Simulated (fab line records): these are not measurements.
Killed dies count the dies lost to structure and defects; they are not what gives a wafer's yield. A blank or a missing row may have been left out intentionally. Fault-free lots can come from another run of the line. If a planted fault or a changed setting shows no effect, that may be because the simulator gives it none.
Struck lot and sound lot, side by side	flow n5_finfet	39 out of 1938 route steps
Sound: these wafers, L220.1, L220.4, L220.6. Struck: wafer L231.5 (left out: L231.1, L231.2 of the same lot, which were not struck); the cause appears at the end.
Per side, at each step with rows, come the tool, then ch with its chambers, and then its first start. Under that, the readings that differ: sound wafers	struck wafers	difference of the means	sigmas: that difference in standard deviations of wafers without a fault.
alike: words and numbers the same on both sides, and readings whose means are apart by under 2 such deviations; not compared: readings that were withheld, readings missing a value for some wafer, numbers with overlapping values and no deviation given by the record, and bounds like >300 which may hide the same value.
Wherever a step has rows on one side only, a row that says differs or no value, or a row with sigmas, the two part there. Non-overlapping numbers with no deviation appear without sigmas and do not part them. A reading missing from all wafers of one side parts the sides only when that side holds two or more wafers.

first, 8 steps without rows for these wafers: N5_MOL_CONTACT_COAG_PRE_CLEAN_121; N5_MOL_CONTACT_COAG_CVD_140 (deposits W, target thk 66.5 nm, time 215 s); N5_MOL_CONTACT_COAG_PRECLEAN_127 (cleans in DIW, time 57.5 s); N5_MOL_CONTACT_COAG_SRD_128 (dry time 32 s); N5_MOL_CONTACT_COAG_CMP_52 (polishes, stops on SiO2, t overpolish 1.5 s, target thk 66.5 nm); N5_MOL_CONTACT_COAG_ANNEAL_112 (time 1800 s); N5_BEOL_M0_SAQP_PECVD_00 (deposits SiCN from 3MS/NH3, target thk 8 nm, time 14 s); N5_BEOL_M0_SAQP_ILD_DEP_01 (deposits SiOC from DEMS/O2, target thk 45.419 nm, time 8.7 s).
N5_BEOL_M0_SAQP_HM_DEP_02: deposits TiN, target thk 12 nm.
  sound: pvd_sputter-03 at day 7 03:38; struck: pvd_sputter-03 at day 10 00:11
  alike: throttle_valve_pct
then, 13 steps without rows for these wafers: N5_BEOL_M0_SAQP_PECVD_03 (deposits SiCN from 3MS/NH3, target thk 12 nm, time 21.1 s); N5_BEOL_M0_SAQP_PECVD_96 (deposits a-Si from SiH4/He, target thk 45 nm, time 45.2 s); N5_BEOL_M0_SAQP_PECVD_97 (deposits SiNx from SiH4/NH3/N2, target thk 23 nm, time 19.9 s); N5_BEOL_M0_SAQP_PECVD_04 (deposits a-Si from SiH4/He, target thk 60 nm, time 60.2 s); N5_BEOL_M0_SAQP_HM_DEP_111 (deposits SiO2 from SiH4/N2O, target thk 12 nm, time 7.2 s); N5_BEOL_M0_SAQP_COAT_81 (time 60 s, resist thk 100 nm); N5_BEOL_M0_SAQP_COAT_82 (time 60 s, resist thk 30 nm); N5_BEOL_M0_SAQP_COAT_08 (resist thk 90 nm); N5_BEOL_M0_SAQP_EBR_10; N5_BEOL_M0_SAQP_SOFTBAKE_09 (time 60 s); N5_BEOL_M0_SAQP_EXPOSE_11 (exposes mask M0 CORE, target cd 42 nm); N5_BEOL_M0_SAQP_PEB_12 (peb time 60 s); N5_BEOL_M0_SAQP_DEVELOP_13 (develop time 30 s).
N5_BEOL_M0_SAQP_INSPECT_16: inspects for defects (brightfield).
  sound: defect_inspect-01 at day 7 04:25; struck: defect_inspect-02 at day 10 00:58
reading	sound	struck	difference	sigmas
raw_defect_count	438 376 477	1095	+665	+5
then, 12 steps without rows for these wafers: N5_BEOL_M0_SAQP_DESCUM_19 (chemistry O2, time 7.9 s); N5_BEOL_M0_SAQP_ETCH_83 (etches SiARC in CF4, target depth 39 nm, time 65 s); N5_BEOL_M0_SAQP_ETCH_84 (etches SOC in N2/H2, target depth 100 nm, overetch 20 nm, time 150 s); N5_BEOL_M0_SAQP_STRIP_80 (strips in N2/H2); N5_BEOL_M0_SAQP_HM_OPEN_112 (chemistry CHF3/O2, target SiO2, stops on a-Si, target depth 12 nm, time 13.5 s); N5_BEOL_M0_SAQP_STRIP_113 (strips in CHF3/O2); N5_BEOL_M0_SAQP_MANDREL_ETCH_20 (etches a-Si in HBr/Cl2, stops on SiNx, target depth 60 nm, bt time 10 s, time 30 s); N5_BEOL_M0_SAQP_STRIP_86 (strips in N2/H2); N5_BEOL_M0_SAQP_STRIP_115 (strips in post etch residue remover, time 60 s); N5_BEOL_M0_SAQP_SRD_93 (time 30 s); N5_BEOL_M0_SAQP_RECESS_114 (chemistry HF/NH3, target SiO2, target depth 14.4 nm, afs cycles 3, sublimation time 60 s); N5_BEOL_M0_SAQP_SPACER1_ALD_98 (deposits SiO2, target thk 12.8 nm, pulse time 1 s, purge time 2 s).
N5_BEOL_M0_SAQP_INSPECT_42: inspects for defects (brightfield).
  sound: defect_inspect-01 at day 7 09:04; struck: defect_inspect-01 at day 10 05:11
reading	sound	struck	difference	sigmas
raw_defect_count	243 248 286	661	+402	+5
N5_BEOL_M0_CUTY_INSPECT_59: inspects for defects (macro).
  sound: defect_inspect-01 at day 7 10:31; struck: defect_inspect-02 at day 10 06:31
reading	sound	struck	difference	sigmas
raw_defect_count	2 5 2	>300	differs	
-- record jumps: 3 days separate the struck wafers' starts on either side; left off in module BEOL_M0_CUTY, taken up again in module BEOL_M4, whose first shown step is the route's number 1111 --
N5_BEOL_M4_RC_MEAS_101:
  sound on prober-01 ch 0, day 10 00:01; struck on prober-01 ch 0, day 12 22:38
  alike: DIBL_N, DIBL_P, IOFF_N, IOFF_P, ION_N, ION_P, SS_N, SS_P, VT_N, VT_P
-- record jumps: 5 days separate the struck wafers' starts on either side; left off in module BEOL_M4, taken up again in module PASSIVATION, whose first shown step is the route's number 1936 --
N5_PASSIVATION_PROBE_49:
  sound: prober-02 at day 14 19:35; struck: prober-02 at day 17 15:10
reading	sound	struck	difference	sigmas
defect_limited_yield (%)	92.0 91.4 90.7	85.0	-6.4	-4
killed_at_M0_to_M3	49 39 47	134	+89	+9
killed_dies	94 102 110	177	+75	+4
sort_bin_5_function (%)	4.4 5.7 4.8	9.7	+4.7	+5
sort_n_pass	1086 1078 1070	1003	-75	-4
sort_yield_pct (%)	92.0 91.4 90.7	85.0	-6.4	-4
  alike: killed_at_M4_up, killed_at_contacts, killed_at_front_end, killed_at_other, killed_open, killed_short, sort_bin_6_memory

## WHERE THEY PART
First at N5_BEOL_M0_SAQP_INSPECT_16; last, within this record, at N5_PASSIVATION_PROBE_49.

WHY: what had been put in by the simulator
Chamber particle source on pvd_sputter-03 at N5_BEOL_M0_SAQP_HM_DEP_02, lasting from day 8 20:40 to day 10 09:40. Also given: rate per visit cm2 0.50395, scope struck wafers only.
